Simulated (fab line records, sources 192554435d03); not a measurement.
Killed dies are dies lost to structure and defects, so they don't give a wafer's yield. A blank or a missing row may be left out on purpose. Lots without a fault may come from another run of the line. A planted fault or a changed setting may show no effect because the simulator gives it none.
A struck lot beside a sound one | flow n5_finfet | 18 steps out of a route of 1938
Sound: wafers L543.1, L543.4, L543.5. Struck: wafers L544.3, L544.6. (L544.5 of the same lot was not struck and is left out.) The cause comes at the end.
At each step with rows: each side's tool, then ch and its chambers, then its first start. Under that, the readings that differ: sound wafers | struck wafers | difference of the means | sigmas: that difference in standard deviations of wafers without a fault.
alike: readings whose means differ by less than 2 such deviations, and words and numbers that are the same on both sides. not compared: withheld readings, readings that some wafer has no value for, bounds like >300 that may hide the same value, and numbers for which the record gives no deviation and whose values overlap.
The two part at a step that has a row with sigmas, a row that says differs or no value, or rows on one side only. Numbers that don't overlap but have no deviation are shown without sigmas and don't part them. A reading that every wafer of one side lacks parts them only if that side has two wafers or more.

N5_BEOL_M1_ANNEAL_82: time 240 s.
  sound on pvd_sputter-03, day 7 05:32; struck on pvd_sputter-03, day 7 07:48
  alike: heater_power_w
then, 5 steps without rows for these wafers: N5_BEOL_M1_SPUTTER_86 (material Cu, target thk 4.5 nm, time 8.29 s); N5_BEOL_M1_ANNEAL_87 (time 240 s); N5_BEOL_M1_SPUTTER_88 (material Cu, target thk 4.5 nm, time 8.29 s); N5_BEOL_M1_ANNEAL_89 (time 240 s); N5_BEOL_M1_SPUTTER_90 (material Cu, target thk 4.5 nm, time 8.29 s).
N5_BEOL_M1_ANNEAL_91: time 240 s.
  sound on pvd_sputter-03, day 7 06:12; struck on pvd_sputter-03, day 7 08:28
  alike: heater_power_w
N5_BEOL_M1_SPUTTER_92: material Cu, target thk 4.5 nm, time 8.29 s.
  sound on pvd_sputter-03, day 7 06:20; struck on pvd_sputter-03, day 7 08:36
  alike: throttle_valve_pct
then, 1 step without rows for these wafers: N5_BEOL_M1_ANNEAL_93 (time 240 s).
N5_BEOL_M1_SPUTTER_94: material Cu, target thk 4.5 nm, time 8.29 s.
  sound on pvd_sputter-03, day 7 06:34; struck on pvd_sputter-03, day 7 08:49
  alike: throttle_valve_pct
then, 2 steps without rows for these wafers: N5_BEOL_M1_ANNEAL_95 (time 240 s); N5_BEOL_M1_SPUTTER_96 (material Cu, target thk 4.5 nm, time 8.29 s).
N5_BEOL_M1_ECD_50: material Cu, target thk 300 nm.
  sound on ecd_cu-02 ch 0,1, day 7 06:53; struck on ecd_cu-02 ch 1, day 7 09:10
  reading                                | sound           | struck      | difference | sigmas
  model.Cu_of_BEOL_M1_ECD_50.thk_nm (nm) | 303 302.6 303.6 | 431.4 431.4 | +128.3     |
N5_BEOL_M1_ANNEAL_51: time 90 s.
  sound on rtp_anneal-02 ch 0, day 7 06:58; struck on rtp_anneal-02 ch 0, day 7 09:19
  alike: wafer_temp_C_max
N5_BEOL_M1_CMP_52: polishes, stops on SiOC, t overpolish 6.8 s, target thk 40 nm.
  sound on cmp-01 ch 0,2,3, day 7 07:21; struck on cmp-02 ch 1,3, day 7 09:38
  reading                | sound    | struck | difference | sigmas
  time_to_endpoint_s (s) | 66 61 67 | 86 90  | +23        | +7
  alike: motor_current_A, platen_rpm
N5_BEOL_M1_THK_MEAS_53: measures by xrf.
  sound on film_metro-02, day 7 07:34; struck on film_metro-02, day 7 09:50
  alike: M1_THK
N5_BEOL_M4_RC_MEAS_101:
  sound on prober-01 ch 0, day 9 04:15; struck on prober-01 ch 0, day 9 08:12
  alike: DIBL_N, DIBL_P, IOFF_N, IOFF_P, ION_N, ION_P, SS_N, SS_P, VT_N, VT_P
-- the record jumps here: 4 days lie between the struck wafers' starts before and after (it left off in module BEOL_M4 and takes up again in module PASSIVATION, whose first step shown is number 1936 of the route) --
N5_PASSIVATION_PROBE_49:
  the record has rows for the struck wafers here (prober-02, day 13 10:24) and none for the sound ones

WHERE THEY PART
First at N5_BEOL_M1_CMP_52; last, within this record, at N5_PASSIVATION_PROBE_49.

WHY: what the simulator had put in
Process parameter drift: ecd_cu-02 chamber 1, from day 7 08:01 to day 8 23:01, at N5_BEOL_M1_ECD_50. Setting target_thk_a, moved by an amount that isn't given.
